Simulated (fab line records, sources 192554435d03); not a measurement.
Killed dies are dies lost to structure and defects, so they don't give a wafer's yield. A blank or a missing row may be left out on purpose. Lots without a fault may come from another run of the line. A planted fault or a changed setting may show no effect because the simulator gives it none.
fab line records | flow n5_finfet | part 2 of 2: steps 18 to 28 of 28
record lots=5 wafers=15 last_day=16
route steps=1938 shown BEOL_M6@1223
lots that met no fault: from a run of the same line without faults
start_h: hours from the record's first day to the start of the lot's first wafer shown | wait_h: hours since the lot's step before | " the same as in the row above | L1.1+2: a row that stands for several wafers | - no value, or no start given | * or withheld: withheld | < > ~ a bound
route shown NAME@n: a module of which the file shows steps, and the number in the route of the first | usual: mean/standard deviation of fault-free wafers | same: alike in all rows | chamber/n: place in a boat | sites: the reading at each site | _std_site: their standard deviation | _edge_site: outer sites' mean less inner sites' | radius_mm: how far each site lies from the wafer's centre | mask NAME#n: copy n | behind: the tool/chamber that last shaped the wafer | hold: why the lot was held/for how many hours/how that ended | device: the transistor (n, p or np) that didn't switch | end of line: the same wafers' tests at the end of the route | a step without rows: its recipe alone | killed: dies lost to structure and defects at the first sort, not the wafer's yield | map: a wafer's dies, x killed, . not, _ none there
set.NAME: the setting as run; set.NAME@STEP: as run at that earlier step | model.NAME: the simulator's own value behind a step, which no gauge read
lots at some steps of the route; a table a step, a row a wafer
services: from which hour (start_h, from the record's first day; less than 0 if before it) a tool's chamber was out of use, for how many hours, and why
## steps
# step N5_BEOL_M6_ETCH_41
# recipe chemistry=CH3F/O2 target=SiCN target_depth_a=297 taper_deg=2 time_s=52 ion_energy_ev=120 mask_material=TiN pressure_mtorr=30 source_w=395 bias_w=75 Ar_flow_sccm=150 CH3F_flow_sccm=30 O2_flow_sccm=20
# usual drypump_motor_current_A=5.7/0.33 oes_product_au=0.80/0.086 rf_vpp_V=297.7/1.7 showerhead_plenum_p_Torr=2.02/0.08 throttle_valve_pct=16.34/0.19
# columns lot.wafer tool chamber start_h wait_h drypump_motor_current_A oes_product_au rf_hours_counter_h rf_vpp_V showerhead_plenum_p_Torr throttle_valve_pct
L074.1 rie_diel-01 3 - - 5.1 0.84 73 297.8 2.01 16.00
L074.2 " 2 " " 6.0 0.69 239 295.7 1.91 16.57
L074.6 " 1 " " 5.8 0.71 - 298.3 2.07 16.40
L076.1 rie_diel-01 3 - - 5.2 0.84 75 297.6 2.01 16.01
L076.2 " 2 " " 6.0 0.68 241 295.2 1.90 16.56
L076.4 " 1 " " 5.8 0.71 190 299.7 2.07 16.41
L083.2 rie_diel-02 0 - - 5.8 0.70 214 294.8 1.89 16.46
L083.5 " 3 " " 5.4 0.73 - 296.3 1.99 16.69
L083.6 " 0 " " 5.8 0.69 - 294.2 1.89 16.43
L086.1 rie_diel-01 3 - - 5.2 0.80 105 298.3 2.00 16.07
L086.2 " 0 " " 6.1 0.86 53 295.9 1.97 16.54
L086.3 " 2 " " 6.0 0.96 11 300.8 2.15 16.21
L094.3 rie_diel-05 3 - - 5.8 0.79 111 298.9 2.11 16.19
L094.5 " 2 " " 5.6 0.74 - 295.9 1.88 16.39
L094.6 " 0 " " 6.3 0.96 - 298.1 2.05 16.06
# step N5_BEOL_M6_STRIP_80
# recipe chemistry=N2/H2 time_s=10 power_w=450 temp_c=40 pressure_mtorr=20 rf_frequency_hz=6e+07 bias_power_w=7 n2_flow_sccm=200 h2_flow_sccm=200
# usual drypump_motor_current_A=5.7/0.33 oes_product_au=0.80/0.085 rf_vpp_V=59.2/0.85 showerhead_plenum_p_Torr=2.55/0.098 throttle_valve_pct=23.69/0.29
# columns lot.wafer tool chamber start_h wait_h drypump_motor_current_A oes_product_au rf_hours_counter_h rf_vpp_V showerhead_plenum_p_Torr throttle_valve_pct
L074.1 rie_diel-01 3 - - 5.2 0.83 73 58.8 2.56 23.29
L074.2 " 2 " " 6.0 0.67 239 57.7 2.40 23.73
L074.6 " 1 " " 5.8 0.71 - 59.5 2.60 23.47
L076.1 rie_diel-01 3 - - 5.2 0.82 75 59.9 2.56 23.30
L076.2 " 2 " " 6.0 0.67 241 59.2 2.40 23.74
L076.4 " 1 " " 5.8 0.71 190 60.4 2.60 23.46
L083.2 rie_diel-02 0 - - 5.8 0.70 214 59.2 2.41 23.48
L083.5 " 3 " " 5.4 0.73 - 58.7 2.51 23.85
L083.6 " 0 " " 5.8 0.70 - 59.5 2.41 23.46
L086.1 rie_diel-01 3 - - 5.2 0.80 105 60.4 2.55 23.33
L086.2 " 0 " " 6.1 0.87 53 60.4 2.49 24.03
L086.3 " 2 " " 6.0 0.94 11 58.9 2.71 23.69
L094.3 rie_diel-05 3 - - 5.8 0.81 111 60.5 2.67 23.47
L094.5 " 2 " " 5.6 0.73 - 57.8 2.42 23.73
L094.6 " 0 " " 6.3 0.93 - 59.8 2.62 24.11
# step N5_BEOL_M6_OCD_MEAS_38
# usual trench_depth_nm=94.4/2.1
# columns lot.wafer tool chamber start_h wait_h trench_depth_nm
L074.1 ocd-02 - 183.79 - 95.6
L074.2 " - " " 96.8
L074.6 " - " " 94.4
L076.1 ocd-01 - 191.06 - 97.1
L076.2 " - " " 95.8
L076.4 " - " " 91.7
L083.2 ocd-01 - 236.67 - 91.1
L083.5 " - " " 95.9
L083.6 " - " " 91.5
L086.1 ocd-02 - 257.78 - 94.4
L086.2 " - " " 93.5
L086.3 " - " " 98.8
L094.3 ocd-02 - 299.16 - 94.2
L094.5 " - " " 94.2
L094.6 " - " " 95.5
# step N5_BEOL_M6_HM_STRIP_39
# recipe chemistry=peroxide_tin_strip material=TiN target_depth_a=250 temp_c=50 time_s=158
# columns lot.wafer tool chamber start_h wait_h
L074.1+2+6 wet_bench-01 7,5,0 183.86 0.1
L076.1+2+4 wet_bench-04 2,6,5 191.09 0.0
L083.2+5+6 wet_bench-01 5,2,1 236.70 0.0
L086.1+2+3 wet_bench-02 2,5,1 257.81 0.0
L094.3+5+6 wet_bench-04 7,1,3 299.19 0.0
# step N5_BEOL_M6_SRD_40
# recipe time_s=30 temp_c=23 rinse_liquid=diw dry=ipa_marangoni
# columns lot.wafer tool chamber start_h wait_h
L074.1+2+6 wet_bench-01 7,5,0 183.90 0.0
L076.1+2+4 wet_bench-04 2,6,5 191.14 0.0
L083.2+5+6 wet_bench-01 5,2,1 236.74 0.0
L086.1+2+3 wet_bench-02 2,5,1 257.85 0.0
L094.3+5+6 wet_bench-04 7,1,3 299.23 0.0
# step N5_BEOL_M6_PRECLEAN_42
# recipe chemistry=residue_remover time_s=60 temp_c=40
# columns lot.wafer tool chamber start_h wait_h
L074.1+2+6 wet_bench-01 7,5,0 183.92 0.0
L076.1+2+4 wet_bench-04 2,6,5 191.15 0.0
L083.2+5+6 wet_bench-01 5,2,1 236.76 0.0
L086.1+2+3 wet_bench-02 2,5,1 257.87 0.0
L094.3+5+6 wet_bench-04 7,1,3 299.25 0.0
# step N5_BEOL_M6_SRD_43
# recipe time_s=30 temp_c=23 rinse_liquid=diw dry=ipa_marangoni
# columns lot.wafer tool chamber start_h wait_h
L074.1+2+6 wet_bench-01 7,5,0 183.94 0.0
L076.1+2+4 wet_bench-04 2,6,5 191.17 0.0
L083.2+5+6 wet_bench-01 5,2,1 236.78 0.0
L086.1+2+3 wet_bench-02 2,5,1 257.89 0.0
L094.3+5+6 wet_bench-04 7,1,3 299.27 0.0
# step N5_BEOL_M6_CD_MEAS_35
# recipe target_cd_nm=40 target_cd_y_nm=28 polarity=opening
# usual cd_nm=40.3/0.71
# columns lot.wafer tool chamber start_h wait_h cd_nm
L074.1 cd_sem-01 - 183.98 0.0 40.5
L074.2 " - " " 39.5
L074.6 " - " " 38.8
L076.1 cd_sem-02 - 191.21 0.0 40.7
L076.2 " - " " 40.9
L076.4 " - " " 40.0
L083.2 cd_sem-03 - 236.82 0.0 38.8
L083.5 " - " " 39.2
L083.6 " - " " 39.6
L086.1 cd_sem-02 - 257.93 0.0 39.6
L086.2 " - " " 40.1
L086.3 " - " " 40.3
L094.3 cd_sem-03 - 299.31 0.0 40.5
L094.5 " - " " 41.2
L094.6 " - " " 40.7
# step N5_BEOL_M6_CURE_75
# recipe temp_c=370 time_s=120 ambient=DMADMS/He material=SiCOH_lowk
# usual lamp_power_pct=52.31/0.056 wafer_temp_C_max=371.9/0.66
# columns lot.wafer tool chamber start_h wait_h lamp_power_pct wafer_temp_C_max
L074.1 uv_cure-02 0 184.26 0.3 52.41 371.6
L074.2 " 0 " " 52.29 373.1
L074.6 " 0 " " 52.39 372.0
L076.1 uv_cure-02 0 191.59 0.4 52.27 372.4
L076.2 " 0 " " 52.23 372.5
L076.4 " 0 " " 52.26 371.5
L083.2 uv_cure-03 1 236.91 0.1 52.29 371.2
L083.5 " 1 " " 52.26 370.8
L083.6 " 1 " " 52.19 371.1
L086.1 uv_cure-03 2 257.97 0.0 52.30 372.5
L086.2 " 2 " " 52.35 372.5
L086.3 " 2 " " 52.35 372.5
L094.3 uv_cure-03 0 299.55 0.2 52.32 371.5
L094.5 " 0 " " 52.46 372.4
L094.6 " 0 " " 52.27 371.7
# step N5_BEOL_M6_DEGAS_44
# recipe ambient=vacuum temp_c=250 time_s=60
# usual heater_power_w=325/34
# columns lot.wafer tool chamber start_h wait_h heater_power_w
L074.1 pvd_sputter-02 - 184.59 0.3 314
L074.2 " - " " 346
L074.6 " - " " 394
L076.1 pvd_sputter-03 - 191.94 0.3 296
L076.2 " - " " 307
L076.4 " - " " 325
L083.2 pvd_sputter-03 - 237.55 0.6 324
L083.5 " - " " 303
L083.6 " - " " 296
L086.1 pvd_sputter-03 - 258.78 0.8 300
L086.2 " - " " 299
L086.3 " - " " 300
L094.3 pvd_sputter-03 - 300.17 0.5 292
L094.5 " - " " 307
L094.6 " - " " 317
# step N5_BEOL_M6_PRE_CLEAN_45
# recipe gas=H2/He time_s=30 temp_c=250
# usual heater_power_w=324/33
# columns lot.wafer tool chamber start_h wait_h heater_power_w
L074.1 pvd_sputter-02 - 184.63 0.0 312
L074.2 " - " " 343
L074.6 " - " " 395
L076.1 pvd_sputter-03 - 191.98 0.0 290
L076.2 " - " " 288
L076.4 " - " " 329
L083.2 pvd_sputter-03 - 237.59 0.0 323
L083.5 " - " " 301
L083.6 " - " " 296
L086.1 pvd_sputter-03 - 258.82 0.0 306
L086.2 " - " " 299
L086.3 " - " " 290
L094.3 pvd_sputter-03 - 300.21 0.0 293
L094.5 " - " " 308
L094.6 " - " " 326
## services
# columns tool chamber start_h hours kind
rie_diel-05 0 160.29 3.8 repair
euv_scanner-01 - 170.04 4.6 pm
euv_scanner-02 - 172.74 1.3 repair
uv_cure-03 - 175.88 7.5 pm
uv_cure-03 - 192.77 6.1 repair
rie_diel-01 0 196.80 1.5 repair
rie_diel-01 2 198.84 3.8 repair
euv_scanner-02 - 200.14 0.3 repair
euv_scanner-01 - 205.80 0.3 repair
euv_scanner-02 - 210.77 1.0 pm
rie_diel-01 2 218.70 - clean
rie_diel-01 2 218.70 - consumable_replace:focus_ring
rie_diel-01 2 218.70 - consumable_replace:showerhead
rie_diel-05 - 219.15 28.1 pm
rie_diel-01 1 224.90 1.9 repair
euv_scanner-01 - 226.56 1.0 pm
uv_cure-02 - 233.43 1.6 repair
uv_cure-02 - 236.00 6.0 pm
euv_scanner-01 - 238.46 0.2 repair
rie_diel-01 - 260.12 2.1 repair
euv_scanner-02 - 266.92 1.0 pm
euv_scanner-01 - 282.71 1.0 pm
rie_diel-05 1 284.51 16.5 repair
rie_diel-05 0 287.28 3.1 repair
